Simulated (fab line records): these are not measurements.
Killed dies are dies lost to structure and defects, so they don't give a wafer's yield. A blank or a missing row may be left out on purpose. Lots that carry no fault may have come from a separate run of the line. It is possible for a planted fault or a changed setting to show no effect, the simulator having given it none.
fab line records    flow n5_finfet
[record] lots = 10  wafers = 28  last_day = 18
route steps=1938 shown SD_ACTIVATION@330 ILD0@340 BEOL_M4@1111 PASSIVATION@1936
lots with no fault: from the same line, run without faults
start_h: start of the lot's first displayed wafer, in hours after the record's first day    wait_h: hours since the lot's step before    " unchanged from the row above    L1.1+2: one row covering several wafers at once    - no value, or no start given    * or withheld: withheld    < > ~ a bound
route shown NAME@n: NAME is a module with steps in the file, n the number in the route of the first one    usual: mean and standard deviation over wafers with no fault    same: alike in all rows    chamber/n: place in a boat    sites: per-site readings    _std_site: the values' standard deviation    _edge_site: inner sites' mean taken away from outer sites' mean    radius_mm: how far each site lies from the wafer's centre    mask NAME#n: copy n    behind: the most recent tool/chamber to have shaped the wafer    hold: reason for holding the lot/hours on hold/outcome of the hold    device: the transistor (n, p or np) that didn't switch    end of line: tests of these same wafers at the route's end    for a step that has no rows: nothing shown but its recipe    killed: dies lost to structure and defects at the first sort, not the wafer's yield    map: dies across one wafer; x = killed, . = not, _ = none there
set.NAME: setting as actually run; set.NAME@STEP: the setting as run at that earlier step    model.NAME: the simulator's own value behind a step, which no gauge read
the route's steps for a sample of lots (tables are steps, rows are wafers)
services: from which hour (start_h, from the record's first day; less than 0 if before it) a tool's chamber was out of use, for how many hours, and why
[[steps]]
[step N5_SD_ACTIVATION_RTA_00]
[recipe] temp_c = 975  time_s = 0  ambient = N2  idle_temp_c = 600  ramp_up_c_per_s = 150  ramp_down_c_per_s = 60  cool_to_c = 600
[usual] lamp_power_pct = 8.95/0.055  lamp_zone_6_pct = 8.877/0.028  wafer_temp_C_max = 974.8/2
lot.wafer  tool           chamber  start_h  wait_h  lamp_power_pct  lamp_zone_6_pct  wafer_temp_C_max
L171.1     rtp_anneal-02  0        70.08    0.2     8.87            8.879            973.8
L171.4     "              0        "        "       8.93            8.891            972.5
L171.6     "              0        "        "       8.98            8.925            977.0
L176.4     rtp_anneal-02  0        100.38   0.1     8.91            8.857            975.3
L176.5     "              0        "        "       8.90            8.902            978.5
L178.4     rtp_anneal-01  0        112.58   0.1     8.97            8.857            976.1
L178.6     "              0        "        "       8.95            8.903            977.8
L181.1     rtp_anneal-01  0        132.67   0.0     9.01            8.874            975.4
L181.3     "              0        "        "       9.09            8.816            973.1
L181.5     "              0        "        "       8.96            8.879            974.3
L182.2     rtp_anneal-01  0        136.99   0.1     9.00            8.870            974.7
L182.5     "              0        "        "       8.92            8.834            973.3
L182.6     "              0        "        "       9.02            8.863            976.4
L183.1     rtp_anneal-02  0        141.47   0.1     8.98            8.880            976.2
L183.3     "              0        "        "       8.91            8.894            973.4
L183.5     "              0        "        "       8.93            8.865            974.5
L188.2     rtp_anneal-01  0        174.53   0.1     8.95            8.901            974.3
L188.4     "              0        "        "       8.88            8.900            977.7
L188.5     "              0        "        "       8.96            8.906            975.0
L189.2     rtp_anneal-01  0        179.21   0.1     8.98            8.888            973.1
L189.4     "              0        "        "       8.97            8.887            973.7
L189.6     "              0        "        "       8.99            8.880            975.7
L190.3     rtp_anneal-02  0        188.49   0.1     8.98            8.878            974.8
L190.4     "              0        "        "       8.93            8.851            975.4
L190.6     "              0        "        "       9.05            8.878            976.4
L191.1     rtp_anneal-02  0        191.04   0.0     9.00            8.858            973.9
L191.5     "              0        "        "       8.98            8.860            974.6
L191.6     "              0        "        "       8.93            8.836            981.5
[step N5_ILD0_CMP_07]
[recipe] stop_on = poly-Si  material = SiO2_flowable  t_overpolish_s = 1.18  post_cmp_clean = alkaline_brush  down_force_psi = 4.1491  platen_rpm = 51.796  pad_velocity_m_s = 1.0306  target_thk_nm = 138.88
[usual] edge_zone_pressure_frac = 1.000/0.0044  head_pressure_psi = 4.150/0.0086  motor_current_A = 12.4/1.2  pad_life_wafers = 912/520  slurry_flow_ml_min = 150.1/0.46
lot.wafer  tool    chamber  start_h  wait_h  edge_zone_pressure_frac  head_pressure_psi  motor_current_A  pad_life_wafers  slurry_flow_ml_min
L171.1     cmp-02  2        73.62    0.1     1.009                    4.148              12.7             1796             150.4
L171.4     "       3        "        "       0.992                    4.143              12.5             1797             150.2
L171.6     "       1        "        "       1.004                    4.162              14.6             -                150.0
L176.4     cmp-01  2        103.85   0.1     1.001                    4.149              12.2             1243             150.3
L176.5     "       2        "        "       0.999                    4.140              12.4             -                149.6
L178.4     cmp-03  1        116.41   0.0     1.004                    4.172              13.0             528              150.5
L178.6     "       2        "        "       0.998                    4.146              11.3             -                149.8
L181.1     cmp-02  2        136.31   0.1     -                        -                  -                -                -
L181.3     "       3        "        "       -                        -                  -                -                -
L181.5     "       0        "        "       -                        -                  -                -                -
L182.2     cmp-02  3        140.66   0.2     -                        -                  -                -                -
L182.5     "       3        "        "       -                        -                  -                -                -
L182.6     "       0        "        "       -                        -                  -                -                -
L183.3     cmp-03  0        145.21   0.0     -                        -                  -                -                -
L183.1     "       3        "        "       -                        -                  -                -                -
L183.5     "       1        "        "       -                        -                  -                -                -
L188.4     cmp-03  0        178.15   0.1     0.998                    4.142              12.4             1034             150.1
L188.2     "       1        "        "       1.002                    4.140              13.5             1035             150.4
L188.5     "       3        "        "       1.005                    4.141              11.0             -                149.6
L189.2     cmp-02  3        183.94   0.1     0.994                    4.153              12.6             578              150.4
L189.4     "       0        "        "       0.996                    4.160              12.4             579              150.9
L189.6     "       2        "        "       0.993                    4.168              12.8             -                150.1
L190.4     cmp-02  1        194.32   0.0     1.000                    4.146              14.1             654              150.6
L190.3     "       0        "        "       1.009                    4.144              12.7             657              150.6
L190.6     "       1        "        "       1.004                    4.136              13.6             -                150.1
L191.1     cmp-02  1        194.62   0.1     0.996                    4.156              15.1             661              149.4
L191.6     "       0        "        "       1.003                    4.154              12.9             -                150.2
L191.5     "       1        "        "       1.001                    4.143              14.4             -                149.4
[step N5_ILD0_THK_MEAS_08]
[usual] thk_nm = 138.4/1.4
lot.wafer  tool           chamber  start_h  wait_h  thk_nm
L171.1     film_metro-02  -        73.84    -       138.4
L171.4     "              -        "        "       141.4
L171.6     "              -        "        "       139.7
L176.4     film_metro-01  -        104.11   -       139.0
L176.5     "              -        "        "       140.4
L178.4     film_metro-02  -        116.71   -       136.4
L178.6     "              -        "        "       137.1
L181.1     film_metro-02  -        136.52   0.2     199.1
L181.3     "              -        "        "       196.4
L181.5     "              -        "        "       198.5
L182.2     film_metro-02  -        140.96   0.3     198.1
L182.5     "              -        "        "       196.0
L182.6     "              -        "        "       196.5
L183.1     film_metro-01  -        145.50   0.1     197.1
L183.3     "              -        "        "       199.4
L183.5     "              -        "        "       197.0
L188.2     film_metro-01  -        178.37   -       137.5
L188.4     "              -        "        "       139.8
L188.5     "              -        "        "       137.4
L189.2     film_metro-01  -        184.17   -       141.2
L189.4     "              -        "        "       138.2
L189.6     "              -        "        "       137.5
L190.3     film_metro-02  -        194.61   -       137.3
L190.4     "              -        "        "       137.4
L190.6     "              -        "        "       138.5
L191.1     film_metro-01  -        194.88   -       137.4
L191.5     "              -        "        "       138.2
L191.6     "              -        "        "       138.2
[step N5_ILD0_ALD_15]
[recipe] material = SiNx  target_thk_a = 240  temp_c = 400  ald_precursor_family = SiH2I2  ald_co_reactant = N2/H2-plasma  pulse_time_s = 1  ald_cycles = 480  purge_time_s = 2  co_reactant_purge_time_s = 2  pressure_torr = 2
[usual] heater_power_w = 809/81  precursor_pulse_height_rel = 0.999/0.019
[same] co_reactant_purge_time_s = 2
lot.wafer  tool        chamber  start_h  wait_h  heater_power_w  precursor_pulse_height_rel
L171.1     ald_sin-03  0        74.56    0.6     931             0.992
L171.4     "           3        "        "       873             1.010
L171.6     "           3        75.64    1.1     888             1.020
L176.4     ald_sin-03  0        104.82   0.2     972             1.013
L176.5     "           2        105.91   1.2     846             0.995
L178.4     ald_sin-02  2        117.64   0.3     790             0.994
L178.6     "           3        118.73   1.1     760             1.024
L181.1     ald_sin-01  3        137.46   0.8     963             0.992
L181.3     "           2        "        "       755             1.015
L181.5     "           1        138.55   1.3     829             0.981
L182.2     ald_sin-02  0        141.68   0.5     797             0.980
L182.5     "           3        142.76   1.2     753             0.972
L182.6     "           0        "        "       800             0.988
L183.1     ald_sin-01  2        146.22   0.6     744             1.027
L183.3     "           0        "        "       755             1.039
L183.5     "           3        147.31   1.2     998             1.014
L188.2     ald_sin-02  0        179.08   0.5     787             0.977
L188.4     "           3        "        "       767             0.997
L188.5     "           0        180.17   1.2     789             0.995
L189.2     ald_sin-01  0        184.88   0.5     764             0.971
L189.4     "           0        185.97   1.3     781             1.000
L189.6     "           1        "        "       839             1.014
L190.3     ald_sin-03  2        195.33   0.4     860             0.992
L190.4     "           3        "        "       854             0.982
L190.6     "           2        196.41   1.1     834             0.999
L191.1     ald_sin-02  1        195.59   0.6     801             0.989
L191.5     "           0        196.68   1.2     806             1.018
L191.6     "           3        "        "       767             1.014
[step N5_ILD0_CMP_12]
[recipe] stop_on = poly-Si  material = SiNx  t_overpolish_s = 6  post_cmp_clean = alkaline_brush  down_force_psi = 2.5  platen_rpm = 51.8  pad_velocity_m_s = 1.0307  target_thk_nm = 17.67
[usual] edge_zone_pressure_frac = 1.001/0.005  head_pressure_psi = 2.500/0.0057  motor_current_A = 9.1/0.86  pad_life_wafers = 795/540  slurry_flow_ml_min = 149.9/0.44
lot.wafer  tool    chamber  start_h  wait_h  edge_zone_pressure_frac  head_pressure_psi  motor_current_A  pad_life_wafers  slurry_flow_ml_min
L171.1     cmp-03  2        76.76    1.1     0.996                    2.493              8.7              168              148.7
L171.4     "       1        "        "       1.005                    2.493              9.8              171              150.3
L171.6     "       2        "        "       1.003                    2.506              9.0              -                149.9
L176.4     cmp-01  3        107.10   1.2     0.997                    2.506              8.1              1268             149.6
L176.5     "       2        "        "       1.002                    2.498              9.4              -                149.4
L178.4     cmp-01  2        119.92   1.2     1.000                    2.498              8.9              1382             149.6
L178.6     "       1        "        "       0.997                    2.488              8.3              -                150.2
L181.3     cmp-02  3        139.70   1.2     1.002                    2.492              9.1              157              149.7
L181.1     "       1        "        "       1.003                    2.491              10.9             159              150.3
L181.5     "       3        "        "       0.997                    2.504              9.2              -                150.7
L182.2     cmp-03  3        143.99   1.2     0.997                    2.504              7.6              765              150.3
L182.5     "       0        "        "       1.005                    2.501              8.6              -                149.9
L182.6     "       1        "        "       0.993                    2.508              10.1             -                149.9
L183.1     cmp-03  1        148.43   1.1     0.996                    2.501              9.4              798              149.8
L183.3     "       0        "        "       1.007                    2.504              9.2              801              149.7
L183.5     "       1        "        "       0.995                    2.501              9.2              -                149.1
L188.4     cmp-03  3        181.29   1.1     1.004                    2.501              7.9              1056             150.3
L188.2     "       0        "        "       0.999                    2.494              8.8              1057             150.3
L188.5     "       0        "        "       1.002                    2.499              9.3              -                150.4
L189.4     cmp-02  2        187.12   0.1     0.995                    2.502              9.7              601              149.2
L189.2     "       0        "        "       0.993                    2.501              10.2             603              149.7
L189.6     "       1        "        "       1.002                    2.494              10.6             -                150.1
L190.3     cmp-02  1        197.60   1.2     1.002                    2.495              10.4             692              150.6
L190.4     "       2        "        "       1.004                    2.508              9.5              693              150.4
L190.6     "       3        "        "       1.007                    2.491              9.1              -                150.1
L191.1     cmp-03  2        197.83   1.2     0.998                    2.495              9.1              1177             150.0
L191.6     "       1        "        "       0.999                    2.508              9.7              -                150.5
L191.5     "       2        "        "       1.001                    2.499              8.8              -                150.5
[step N5_BEOL_M4_RC_MEAS_101]
[usual] DIBL_N = 36.6/2.3  DIBL_P = 36.3/2.8  IOFF_N = 0.17/0.047  IOFF_P = 0.22/0.048  ION_N = 676/14  ION_P = 463/9.4  SS_N = 71.6/0.84  SS_P = 73.4/0.85  VT_N = 249/3.7  VT_P = -249/3.6
lot.wafer  tool       chamber  start_h  wait_h  DIBL_N[mV/V]  DIBL_P[mV/V]  IOFF_N[nA/um]  IOFF_P[nA/um]  ION_N[uA/um]  ION_P[uA/um]  SS_N[mV/dec]  SS_P[mV/dec]  VT_N[mV]  VT_P[mV]
L171.1     prober-02  0        172.33   0.0     39.8          40.1          0.27           0.34           711           485           72.3          74.3          239       -244
L171.4     "          0        "        "       37.6          37.1          0.19           0.26           672           471           71.8          73.2          248       -245
L171.6     "          0        "        "       38.7          38.1          0.21           0.27           676           470           71.5          73.4          245       -247
L176.4     prober-01  0        206.33   0.5     34.9          34.5          0.15           0.22           683           473           70.9          72.8          246       -246
L176.5     "          0        "        "       33.2          32.8          0.12           0.19           672           470           70.8          72.7          253       -249
L178.4     prober-01  0        220.99   0.5     38.0          39.6          0.23           0.33           697           481           71.9          74.5          246       -240
L178.6     "          0        "        "       36.7          37.7          0.19           0.27           677           471           72.0          74.3          249       -242
L188.2     prober-01  0        287.18   0.2     36.6          38.3          0.16           0.25           679           473           73.0          73.3          248       -247
L188.4     "          0        "        "       34.8          35.2          0.13           0.19           661           459           71.9          73.0          253       -253
L188.5     "          0        "        "       35.4          37.6          0.15           0.23           681           470           71.8          74.2          251       -247
L190.3     prober-02  0        291.28   0.3     36.4          35.4          0.16           0.19           668           458           71.6          72.9          250       -252
L190.4     "          0        "        "       34.7          33.0          0.13           0.17           688           471           71.2          72.6          250       -251
L190.6     "          0        "        "       36.7          35.2          0.16           0.20           681           469           71.7          73.6          252       -248
L189.2     prober-02  0        295.01   0.2     35.8          32.8          0.16           0.16           665           450           71.0          72.8          249       -256
L189.4     "          0        "        "       35.3          35.1          0.15           0.19           659           446           71.2          72.9          247       -252
L189.6     "          0        "        "       33.0          32.1          0.12           0.16           671           462           71.2          71.8          252       -254
L191.1     prober-01  0        309.81   0.0     40.5          41.1          0.25           0.29           671           459           72.9          75.4          244       -249
L191.5     "          0        "        "       39.5          40.5          0.24           0.27           674           458           72.5          74.9          243       -250
L191.6     "          0        "        "       38.0          36.5          0.18           0.21           674           455           72.3          74.3          248       -253
[step N5_PASSIVATION_PROBE_49]
[usual] defect_limited_yield = 91.5/1.5  killed_at_M0_to_M3 = 33/9.9  killed_at_M4_up = 14/5.2  killed_at_contacts = 11/5.2  killed_at_front_end = 38/10  killed_at_other = 4/3.5  killed_dies = 100/18  killed_on_rim = 13/4.1  killed_open = 66/14  killed_short = 32/6.9  sort_bin_5_function = 5.0/1  sort_bin_6_memory = 3.1/0.69  sort_n_pass = 1080/18  sort_yield_pct = 91.5/1.5
[same] gross_dies = 1180  killed_at_back_side = 0  sort_bin_4_leakage[%] = 0  sort_bin_8_speed[%] = 0
lot.wafer  tool       chamber  start_h  wait_h  defect_limited_yield[%]  killed_at_M0_to_M3  killed_at_M4_up  killed_at_contacts  killed_at_front_end  killed_at_other  killed_dies  killed_on_rim  killed_open  killed_short  sort_bin_5_function[%]  sort_bin_6_memory[%]  sort_n_pass  sort_yield_pct[%]
L171.1     prober-01  -        276.72   0.0     93.6                     17                  13               2                   38                   5                75           8              43           31            3.5                     2.7                   1105         93.6
L171.4     prober-01  -        276.87   0.2     94.3                     20                  8                3                   31                   5                67           10             40           27            3.6                     1.9                   1113         94.3
L171.6     prober-01  -        276.97   0.3     91.9                     26                  18               12                  37                   2                95           9              65           30            5.0                     2.7                   1085         91.9
L176.4     prober-02  -        324.38   0.2     90.8                     30                  13               5                   52                   8                108          16             67           34            5.3                     2.8                   1072         90.8
L176.5     prober-02  -        324.43   0.2     89.7                     36                  15               6                   52                   12               121          7              87           22            6.0                     3.6                   1059         89.7
L178.4     prober-02  -        332.19   0.2     92.4                     33                  8                12                  35                   2                90           11             60           29            4.7                     3.0                   1090         92.4
L178.6     prober-02  -        332.29   0.3     94.9                     16                  5                13                  24                   2                60           9              43           16            3.5                     1.6                   1120         94.9
L181.1     prober-02  -        347.61   0.0     0                        25                  9                3                   1135                 8                1180         152            41           34            97.4                    2.5                   0            0
L181.3     prober-02  -        347.71   0.1     0                        24                  13               6                   1135                 2                1180         152            49           35            96.5                    3.2                   0            0
L181.5     prober-02  -        347.81   0.2     0                        28                  13               7                   1131                 1                1180         152            47           27            97.3                    2.5                   0            0
L182.2     prober-02  -        351.69   0.1     0                        29                  13               7                   1129                 2                1180         152            56           15            97.7                    2.2                   0            0
L182.5     prober-02  -        351.84   0.2     0                        37                  11               4                   1128                 0                1180         152            56           23            96.8                    2.7                   0            0
L182.6     prober-02  -        351.89   0.3     0                        34                  13               6                   1123                 4                1180         152            58           29            96.3                    3.5                   0            0
L183.1     prober-02  -        360.03   0.0     0                        30                  10               11                  1129                 0                1180         152            64           32            96.8                    3.1                   0            0
L183.3     prober-02  -        360.13   0.1     0                        33                  9                6                   1124                 8                1180         152            50           30            97.3                    2.4                   0            0
L183.5     prober-02  -        360.23   0.2     0                        13                  5                6                   1152                 4                1180         152            35           24            98.1                    1.3                   0            0
L188.2     prober-01  -        392.15   0.1     90.4                     31                  13               6                   59                   4                113          19             67           45            6.1                     2.9                   1067         90.4
L188.4     prober-01  -        392.25   0.2     89.7                     33                  17               18                  52                   1                121          12             81           36            6.4                     3.6                   1059         89.7
L188.5     prober-01  -        392.30   0.2     88.5                     37                  13               16                  68                   2                136          15             91           42            7.0                     4.2                   1044         88.5
L190.3     prober-02  -        395.30   0.1     91.9                     43                  10               5                   35                   2                95           14             74           20            5.1                     2.7                   1085         91.9
L190.4     prober-02  -        395.35   0.2     91.7                     45                  20               11                  22                   0                98           11             63           33            4.7                     3.4                   1082         91.7
L190.6     prober-02  -        395.45   0.3     88.8                     47                  35               17                  31                   2                132          15             96           34            6.6                     4.6                   1048         88.8
L189.2     prober-01  -        404.13   0.1     90.2                     48                  12               4                   44                   8                116          21             79           31            4.8                     4.2                   1064         90.2
L189.4     prober-01  -        404.23   0.2     87.2                     56                  15               11                  54                   15               151          17             97           45            7.5                     5.0                   1029         87.2
L189.6     prober-01  -        404.33   0.3     90.8                     45                  13               6                   41                   4                109          17             66           33            4.8                     3.1                   1071         90.8
L191.1     prober-01  -        421.61   0.0     92.8                     40                  13               12                  19                   1                85           14             57           24            4.4                     2.5                   1095         92.8
L191.5     prober-01  -        421.81   0.2     90.2                     39                  11               17                  48                   1                116          14             85           30            6.4                     3.1                   1064         90.2
L191.6     prober-01  -        421.86   0.3     91.9                     27                  10               15                  42                   2                96           9              68           27            5.5                     2.5                   1084         91.9
// killed by level:class
L171.1 FIN_SAQP:geometric_particle:short=10 FIN_SAQP:geometric_particle:open=7 STI_FIN_REVEAL:geometric_particle:open=6 BEOL_M0_SAQP:geometric_particle:open=6 BEOL_M5:geometric_particle:open=5 DUMMY_GATE:geometric_particle:open=4 BEOL_M2:geometric_particle:short=4 BEOL_M4:geometric_particle:open=4
L171.4 FIN_SAQP:geometric_particle:open=8 FIN_SAQP:geometric_particle:short=6 STI_FIN_REVEAL:geometric_particle:open=4 BEOL_M0_SAQP:geometric_particle:open=4 BEOL_M0_SAQP:geometric_particle:short=3 BEOL_M1:geometric_particle:open=3 BEOL_M3:geometric_particle:open=3 MIM_TOP_ETCH:geometric_particle:short=3
L171.6 FIN_SAQP:geometric_particle:short=11 BEOL_M3:geometric_particle:open=11 MOL_CONTACT_COAG:geometric_particle:open=10 FIN_SAQP:geometric_particle:open=8 BEOL_M4:geometric_particle:open=8 STARTING-WAFER:geometric_particle:open=6 BEOL_M0_SAQP:geometric_particle:open=4 STARTING-WAFER:geometric_particle:short=4
L176.4 BEOL_M3:geometric_particle:open=10 DUMMY_GATE:geometric_particle:open=9 FIN_SAQP:geometric_particle:short=8 BEOL_M0_SAQP:geometric_particle:short=7 HKMG_FIN:area_etch=7 FIN_SAQP:geometric_particle:open=6 MOL_CONTACT_COAG:geometric_particle:open=5 BEOL_M0_SAQP:geometric_particle:open=5
L176.5 FIN_SAQP:geometric_particle:open=18 BEOL_M3:geometric_particle:open=16 STI_FIN_REVEAL:geometric_particle:open=9 PASSIVATION:area_etch=7 FIN_SAQP:geometric_particle:short=6 BEOL_M0_SAQP:geometric_particle:open=6 BEOL_M1:geometric_particle:open=6 MOL_CONTACT_COAG:geometric_particle:open=5
L178.4 STI_FIN_REVEAL:geometric_particle:open=13 BEOL_M0_SAQP:geometric_particle:short=12 MOL_CONTACT_COAG:geometric_particle:open=11 BEOL_M0_SAQP:geometric_particle:open=9 FIN_SAQP:geometric_particle:short=7 DUMMY_GATE:geometric_particle:open=5 BEOL_M4:geometric_particle:open=4 FIN_SAQP:geometric_particle:open=3
L178.6 MOL_CONTACT_COAG:geometric_particle:open=12 FIN_SAQP:geometric_particle:open=7 BEOL_M0_SAQP:geometric_particle:open=7 FIN_SAQP:geometric_particle:short=4 STARTING-WAFER:geometric_particle:open=4 BEOL_M0_SAQP:geometric_particle:short=3 BEOL_M2:geometric_particle:open=3 DUMMY_GATE:geometric_particle:open=2
L181.1 ILD0:area_cmp=1105 FIN_SAQP:geometric_particle:short=8 BEOL_M2:geometric_particle:open=6 BEOL_M0_SAQP:geometric_particle:open=5 BEOL_M0_SAQP:geometric_particle:short=5 BEOL_M1:geometric_particle:open=5 GATE_CUT:geometric_particle:short=4 PASS1_CAP:geometric_particle:short=4
L181.3 ILD0:area_cmp=1096 FIN_SAQP:geometric_particle:short=11 FIN_SAQP:geometric_particle:open=8 BEOL_M4:geometric_particle:open=7 BEOL_M0_SAQP:geometric_particle:short=6 GATE_CUT:geometric_particle:short=5 BEOL_M0_SAQP:geometric_particle:open=5 MOL_CONTACT_COAG:geometric_particle:open=4
L181.5 ILD0:area_cmp=1105 BEOL_M2:geometric_particle:open=9 DUMMY_GATE:geometric_particle:open=7 BEOL_M0_SAQP:geometric_particle:open=6 GATE_CUT:geometric_particle:short=5 MOL_CONTACT_COAG:geometric_particle:open=5 BEOL_M0_SAQP:geometric_particle:short=5 BEOL_M0:geometric_particle:short=3
L182.2 ILD0:area_cmp=1109 MOL_CONTACT_COAG:geometric_particle:open=7 BEOL_M0_SAQP:geometric_particle:open=7 STI_FIN_REVEAL:geometric_particle:open=6 BEOL_M2:geometric_particle:open=6 BEOL_M4:geometric_particle:open=6 GATE_CUT:geometric_particle:short=5 BEOL_M1:geometric_particle:open=5
L182.5 ILD0:area_cmp=1101 BEOL_M1:geometric_particle:open=10 STI_FIN_REVEAL:geometric_particle:open=9 BEOL_M0_SAQP:geometric_particle:short=8 BEOL_M0_SAQP:geometric_particle:open=7 BEOL_M2:geometric_particle:open=7 BEOL_M4:geometric_particle:open=6 MOL_CONTACT_COAG:geometric_particle:open=4
L182.6 ILD0:area_cmp=1093 BEOL_M1:geometric_particle:open=10 FIN_SAQP:geometric_particle:short=6 STI_FIN_REVEAL:geometric_particle:open=6 BEOL_M0_SAQP:geometric_particle:short=6 MOL_CONTACT_COAG:geometric_particle:open=5 BEOL_M0_SAQP:geometric_particle:open=5 BEOL_M2:geometric_particle:open=5
L183.1 ILD0:area_cmp=1083 STI_FIN_REVEAL:geometric_particle:open=11 GATE_CUT:geometric_particle:short=9 MOL_CONTACT_COAG:geometric_particle:open=8 BEOL_M2:geometric_particle:open=7 FIN_SAQP:geometric_particle:open=6 BEOL_M3:geometric_particle:open=5 BEOL_M3:geometric_particle:short=5
L183.3 ILD0:area_cmp=1100 BEOL_M2:geometric_particle:open=10 FIN_SAQP:geometric_particle:open=6 MOL_CONTACT_COAG:geometric_particle:open=6 BEOL_M0_SAQP:geometric_particle:short=6 FIN_SAQP:geometric_particle:short=5 BEOL_M3:geometric_particle:open=4 BEOL_M2:geometric_particle:short=4
L183.5 ILD0:area_cmp=1120 GATE_CUT:geometric_particle:short=8 FIN_SAQP:geometric_particle:open=5 FIN_SAQP:geometric_particle:short=5 GATE_CUT:geometric_particle:open=4 MOL_CONTACT_COAG:geometric_particle:open=4 BEOL_M1:geometric_particle:open=4 BEOL_M2:geometric_particle:open=3
L188.2 FIN_SAQP:geometric_particle:short=17 FIN_SAQP:geometric_particle:open=16 GATE_CUT:geometric_particle:short=8 BEOL_M3:geometric_particle:open=8 BEOL_M0_SAQP:geometric_particle:open=7 STI_FIN_REVEAL:geometric_particle:open=6 MOL_CONTACT_COAG:geometric_particle:open=6 BEOL_M1:geometric_particle:open=5
L188.4 FIN_SAQP:geometric_particle:open=19 MOL_CONTACT_COAG:geometric_particle:open=15 BEOL_M0_SAQP:geometric_particle:open=15 BEOL_M0_SAQP:geometric_particle:short=10 FIN_SAQP:geometric_particle:short=8 STI_FIN_REVEAL:geometric_particle:open=7 STI_FIN_REVEAL:geometric_particle:short=5 BEOL_M4:geometric_particle:open=5
L188.5 FIN_SAQP:geometric_particle:open=18 FIN_SAQP:geometric_particle:short=13 MOL_CONTACT_COAG:geometric_particle:open=13 BEOL_M3:geometric_particle:open=13 STI_FIN_REVEAL:geometric_particle:open=12 STI_FIN_REVEAL:geometric_particle:short=6 DUMMY_GATE:geometric_particle:open=5 BEOL_M0_SAQP:geometric_particle:short=5
L190.3 BEOL_M0_SAQP:geometric_particle:open=9 BEOL_M2:geometric_particle:open=9 STI_FIN_REVEAL:geometric_particle:open=6 BEOL_M0_SAQP:geometric_particle:short=6 BEOL_M1:geometric_particle:open=6 FIN_SAQP:geometric_particle:open=5 DUMMY_GATE:geometric_particle:open=5 GATE_CUT:geometric_particle:short=5
L190.4 BEOL_M0_SAQP:geometric_particle:open=14 BEOL_M4:geometric_particle:open=11 BEOL_M0_SAQP:geometric_particle:short=10 MOL_CONTACT_COAG:geometric_particle:open=8 BEOL_M1:geometric_particle:open=7 STI_FIN_REVEAL:geometric_particle:open=6 GATE_CUT:geometric_particle:short=4 FIN_SAQP:geometric_particle:short=4
L190.6 BEOL_M4:geometric_particle:open=18 MOL_CONTACT_COAG:geometric_particle:open=16 BEOL_M1:geometric_particle:open=12 FIN_SAQP:geometric_particle:open=10 BEOL_M0_SAQP:geometric_particle:short=10 BEOL_M0_SAQP:geometric_particle:open=8 BEOL_M2:geometric_particle:open=5 STI_FIN_REVEAL:geometric_particle:open=4
L189.2 BEOL_M0_SAQP:geometric_particle:open=14 BEOL_M0_SAQP:geometric_particle:short=10 BEOL_M3:geometric_particle:open=10 STI_FIN_REVEAL:geometric_particle:open=9 DUMMY_GATE:geometric_particle:open=8 HKMG_FIN:area_etch=6 BEOL_M2:geometric_particle:open=5 FIN_SAQP:geometric_particle:open=4
L189.4 BEOL_M0_SAQP:geometric_particle:short=15 STI_FIN_REVEAL:geometric_particle:open=14 BEOL_M0_SAQP:geometric_particle:open=14 FIN_SAQP:geometric_particle:open=12 BEOL_M3:geometric_particle:open=11 MOL_CONTACT_COAG:geometric_particle:open=10 PASSIVATION:area_etch=9 BEOL_M2:geometric_particle:open=8
L189.6 BEOL_M0_SAQP:geometric_particle:open=16 BEOL_M3:geometric_particle:open=10 BEOL_M0_SAQP:geometric_particle:short=10 BEOL_M4:geometric_particle:open=7 HKMG_FIN:area_etch=7 FIN_SAQP:geometric_particle:open=6 STI_FIN_REVEAL:geometric_particle:open=5 STARTING-WAFER:geometric_particle:short=5
L191.1 MOL_CONTACT_COAG:geometric_particle:open=10 BEOL_M1:geometric_particle:open=10 BEOL_M3:geometric_particle:open=8 BEOL_M3:geometric_particle:short=8 FIN_SAQP:geometric_particle:short=6 BEOL_M0_SAQP:geometric_particle:open=6 FIN_SAQP:geometric_particle:open=5 BEOL_M0_SAQP:geometric_particle:short=4
L191.5 FIN_SAQP:geometric_particle:open=18 STI_FIN_REVEAL:geometric_particle:open=13 MOL_CONTACT_COAG:geometric_particle:open=13 BEOL_M3:geometric_particle:open=8 BEOL_M2:geometric_particle:open=8 BEOL_M0_SAQP:geometric_particle:open=7 BEOL_M0_SAQP:geometric_particle:short=6 FIN_SAQP:geometric_particle:short=4
L191.6 MOL_CONTACT_COAG:geometric_particle:open=12 BEOL_M3:geometric_particle:open=12 DUMMY_GATE:geometric_particle:open=8 FIN_SAQP:geometric_particle:open=7 BEOL_M0_SAQP:geometric_particle:short=7 GATE_CUT:geometric_particle:short=6 FIN_SAQP:geometric_particle:short=5 BEOL_M0_SAQP:geometric_particle:open=5
[[services]]
tool           chamber  start_h  hours  kind
ald_sin-02     1        51.97    20.2   repair
cmp-03         -        52.42    4.0    pm
cmp-03         -        56.42    -      consumable_replace:conditioner
cmp-03         -        56.42    -      consumable_replace:pad
rtp_anneal-01  -        66.36    4.0    pm
rtp_anneal-02  -        70.39    1.5    pm
cmp-02         -        74.74    2.3    repair
ald_sin-03     0        78.90    2.7    repair
ald_sin-01     -        87.93    14.0   pm
ald_sin-01     0        87.93    14.0   vent_cycle
cmp-01         -        92.86    4.5    repair
ald_sin-02     -        107.27   6.0    pm
cmp-02         -        113.66   4.0    pm
cmp-02         -        117.66   -      consumable_replace:conditioner
cmp-02         -        117.66   -      consumable_replace:pad
ald_sin-01     0        130.86   4.6    repair
cmp-03         -        134.55   0.3    repair
cmp-02         -        134.88   1.3    repair
ald_sin-03     0        136.85   2.9    repair
cmp-01         -        138.32   6.1    repair
cmp-03         -        139.44   2.7    repair
ald_sin-03     1        174.75   4.0    repair
ald_sin-03     -        178.04   14.0   pm
cmp-03         -        182.72   0.4    repair
[[key]]
[first_sign] step = N5_ILD0_CMP_07  reading = tool_record  direction = missing
[effect] step = N5_ILD0_THK_MEAS_08  reading = thk_nm  direction = up  sigmas = 42  usual = *  struck = *
[effect] step = N5_PASSIVATION_PROBE_49  reading = killed_at_front_end  direction = up  sigmas = 99+  usual = 38  struck = 1132
[more_kills_born_at] N5_ILD0_CMP_07@cmp-02 = 6608  N5_ILD0_CMP_07@cmp-03 = 3303
met_at N5_ILD0_CMP_07
struck_lots L181,L182,L183
later_rows_left_out L181.1,L181.3,L181.5,L182.2,L182.5,L182.6,L183.1,L183.3,L183.5
not_acting_at N5_SD_ACTIVATION_RTA_00,N5_ILD0_ALD_15,N5_ILD0_CMP_12
onset_between 116.41 136.31
[fault] kind = skipped_step_whole  tool = cmp-02,cmp-03  chamber = -  onset_h = 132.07  steps = N5_ILD0_CMP_07  scope = struck_lots_only
// later_rows_left_out: the simulator's readings of these wafers behind a module that went badly wrong aren't trusted and aren't shown, but for the sort
